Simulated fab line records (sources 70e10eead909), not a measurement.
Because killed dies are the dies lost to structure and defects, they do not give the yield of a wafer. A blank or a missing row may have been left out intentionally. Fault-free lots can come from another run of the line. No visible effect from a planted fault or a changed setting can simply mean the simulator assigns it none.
What tool caused it? -- flow nandHarc -- Sampling: 13 lots, 39 wafers, 5 of 1302 route steps

== WHAT THE GAUGES SHOWED, per wafer ==
NHARC_A_SLIT_CD_MEAS_21. Usual: 289.5 nm for cdNm, sd 1.
lot,measured,on,cdNm (nm),flag
L282,day 20 11:12,cdSem-03,288.4 288.2 288.2,
L286,day 21 05:23,cdSem-03,289.3 287.8 288.9,
L284,day 21 09:08,cdSem-01,290.6 289.3 289.2,
L285,day 21 12:59,cdSem-02,290.5 289.7 288.7,
L283,day 21 15:12,cdSem-01,287.9 287.7 288.1,
L287,day 22 13:20,cdSem-01,288.8 289.6 289.2,
L292,day 24 15:12,cdSem-03,291.0 290.6 290.5,
L291,day 24 23:04,cdSem-03,290.9 289.7 291.2,
L290,day 25 02:49,cdSem-03,289.5 289.5 289.4,
L294,day 25 10:50,cdSem-02,288.6 290.4 289.2,
L298,day 27 11:10,cdSem-03,288.0 289.3 289.4,
L300,day 28 01:41,cdSem-03,291.6 291.5 291.8,
L301,day 28 11:49,cdSem-02,288.3 289.5 289.1,

NHARC_END_SORT_01. Usual: killedAtArray 51, standard deviation 17; killedAtOther 1.0, standard deviation 1.2; killedAtPeriphery 3.4, standard deviation 2.5; killedDies 56, standard deviation 17; killedOpen 3.3, standard deviation 2.1; killedShort 2.6, standard deviation 1.6.
lot,measured,on,killedAtArray,killedAtOther,killedAtPeriphery,killedDies,killedOpen,killedShort,flag
L282,day 25 05:56,prober-01,67 51 55,2 1 0,4 5 3,73 57 58,2 7 10,6 2 1,
L290,day 29 17:49,prober-02,60 75 45,1 0 1,2 6 2,63 81 48,5 9 4,0 2 3,
L294,day 30 06:54,prober-02,43 70 48,0 1 0,1 3 5,44 74 53,0 2 3,2 4 2,
L298,day 31 17:35,prober-02,70 74 56,2 1 2,2 0 3,74 75 61,2 1 6,2 3 1,
L300,day 32 18:13,prober-01,52 24 48,1 1 0,1 4 4,54 29 52,3 2 2,2 1 1,
L301,day 33 02:01,prober-01,40 31 39,2 1 0,4 4 2,46 36 41,4 1 0,1 3 2,

== EACH LOT AND THE TOOL THAT RAN IT (in order: tool; ch and the chambers of the sampled wafers; start) ==
lot,NHARC_A_WL_FILL_ALD_10,NHARC_A_WL_FILL_ETCHBACK_26,NHARC_A_CONTACT_DEP_24
L282,"aldHk-03 ch 0,1, day 21 05:03","rieSi-06 ch 0,2,3, day 21 17:06","pecvd-04 ch 0,1, day 21 18:28"
L286,"aldHk-03 ch 2,3, day 21 22:45","rieSi-03 ch 1,2, day 22 08:08","pecvd-03 ch 0,1,2, day 22 09:30"
L284,"aldHk-04 ch 0,1,3, day 21 22:34","rieSi-06 ch 2,3, day 22 08:08","pecvd-01 ch 0,2, day 22 09:26"
L285,"aldHk-03 ch 1,2, day 22 04:14","rieSi-02 ch 1,3, day 22 14:23","pecvd-03 ch 0,1, day 22 15:38"
L283,"aldHk-04 ch 0,1,3, day 22 06:06","rieSi-06 ch 0,2,3, day 22 14:23","pecvd-03 ch 0,2, day 22 15:57"
L287,"aldHk-03 ch 0,1, day 23 05:18","rieSi-02 ch 2,3, day 23 14:41","pecvd-01 ch 0,1,2, day 23 15:55"
L292,"aldHk-02 ch 0,1,3, day 25 06:16","rieSi-03 ch 0,1,2, day 25 17:14","pecvd-03 ch 0,1, day 25 18:28"
L291,"aldHk-04 ch 0,1,2, day 25 13:22","rieSi-06 ch 0,1,3, day 25 22:46","pecvd-03 ch 0,1,2, day 26 00:03"
L290,"aldHk-02 ch 0,1,2, day 25 21:08","rieSi-02 ch 0,2,3, day 26 07:13","pecvd-04 ch 1,2, day 26 08:25"
L294,"aldHk-04 ch 1,2,3, day 26 02:30","rieSi-02 ch 2,3, day 26 11:28","pecvd-03 ch 0,1,2, day 26 12:42"
L298,"aldHk-02 ch 0,1,2, day 28 00:35","rieSi-02 ch 0,1,2, day 28 10:40","pecvd-01 ch 0,1, day 28 12:07"
L300,"aldHk-04 ch 0,1, day 28 15:24","rieSi-06 ch 0,2, day 29 01:26","pecvd-04 ch 0,1,2, day 29 03:16"
L301,"aldHk-03 ch 0,2, day 29 01:58","rieSi-02 ch 0,1, day 29 11:29","pecvd-04 ch 0,1,2, day 29 12:45"
- NHARC_A_WL_FILL_ALD_10: deposits SiO2, target thk 50 nm, pulse time 10 s, ald cycles 500.
- NHARC_A_WL_FILL_ETCHBACK_26: etches the open film in HBr, target depth 52 nm, time 13.3 s.
- NHARC_A_CONTACT_DEP_24: deposits SiO2, target thk 500 nm.

== AS READ BY THE TOOLS THEMSELVES (means over the sampled wafers that have a number; for cases with no such wafer, the mark the record gives instead) ==
NHARC_A_WL_FILL_ALD_10. Usual: heaterPowerW 444 W, standard deviation 56; precursorPulseHeightRel 1.002, standard deviation 0.022.
lot,tool,heaterPowerW (W),precursorPulseHeightRel,flag
L282,aldHk-03,510,0.993,
L286,aldHk-03,407,1.016,
L284,aldHk-04,444,1.014,
L285,aldHk-03,508,0.969,
L283,aldHk-04,443,0.990,
L287,aldHk-03,501,1.011,
L292,aldHk-02,458,0.982,
L291,aldHk-04,408,0.992,
L290,aldHk-02,460,0.995,
L294,aldHk-04,442,1.016,
L298,aldHk-02,468,0.998,
L300,aldHk-04,409,1.008,
L301,aldHk-03,507,1.006,

NHARC_A_WL_FILL_ETCHBACK_26. Usual: drypumpMotorCurrentA 5.6 A, standard deviation 0.4; oesProductAu 0.998 a.u., standard deviation 0.0089; throttleValvePct 23.265 %, standard deviation 0.0089.
lot,tool,drypumpMotorCurrentA (A),oesProductAu (a.u.),throttleValvePct (%),flag
L282,rieSi-06,5.7,0.997,23.273,
L286,rieSi-03,5.4,0.996,23.261,
L284,rieSi-06,6.0,1.003,23.262,
L285,rieSi-02,5.6,0.997,23.261,
L283,rieSi-06,5.7,0.996,23.250,
L287,rieSi-02,5.7,0.995,23.268,
L292,rieSi-03,5.7,1.001,23.273,
L291,rieSi-06,5.5,1.000,23.266,
L290,rieSi-02,5.9,0.997,23.264,
L294,rieSi-02,5.8,0.997,23.273,
L298,rieSi-02,5.7,0.962,23.258,OFF
L300,rieSi-06,5.3,0.989,23.265,
L301,rieSi-02,5.7,0.937,23.261,OFF

NHARC_A_CONTACT_DEP_24. Usual: heaterPowerW 529 W, standard deviation 100; throttleValvePct 15.7 %, standard deviation 0.4.
lot,tool,heaterPowerW (W),throttleValvePct (%),flag
L282,pecvd-04,477,15.4,
L286,pecvd-03,564,15.9,
L284,pecvd-01,577,15.3,
L285,pecvd-03,486,15.7,
L283,pecvd-03,558,15.8,
L287,pecvd-01,516,15.3,
L292,pecvd-03,501,15.6,
L291,pecvd-03,546,15.8,
L290,pecvd-04,492,15.8,
L294,pecvd-03,514,15.7,
L298,pecvd-01,545,16.1,
L300,pecvd-04,507,15.7,
L301,pecvd-04,534,15.6,

== THE ANSWER, worked out from the rows above alone ==
Rule: lot off if the mean of its wafers having a number is beyond 3 standard deviations from the usual mean. A lot without any number at a reading at which 4 lots or more have one is off too. All remaining lots with rows at the step are treated as sound. After the gauges, taken in route order, come the tools' own readings; for these a lot's mean is taken, as printed above. At the first step where some lot is off, the reading lying furthest off is the one used; lots without a number count as furthest.
Off, at NHARC_A_WL_FILL_ETCHBACK_26 on oesProductAu: L298, L301.
If a tool, at that step or one of the process steps before it, ran each lot that is off and ran no sound lot following the first of them, it fits. One fits: NHARC_A_WL_FILL_ETCHBACK_26 on rieSi-02. Its last sound lot is L294 (day 26 11:28), its first lot that is off L298 (day 28 10:40): a fault that began between those two fits.
The tool's own readings at NHARC_A_WL_FILL_ETCHBACK_26 bear it out: on the lots that are off they differ by more than 5 times the standard deviation of the sound lots' means. oesProductAu reads 0.950 a.u. there against 0.997 a.u. on the sound lots.

== WHAT WAS PUT IN BY THE SIMULATOR ==
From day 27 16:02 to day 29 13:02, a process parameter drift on rieSi-02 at NHARC_A_WL_FILL_ETCHBACK_26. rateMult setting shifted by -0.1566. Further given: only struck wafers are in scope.
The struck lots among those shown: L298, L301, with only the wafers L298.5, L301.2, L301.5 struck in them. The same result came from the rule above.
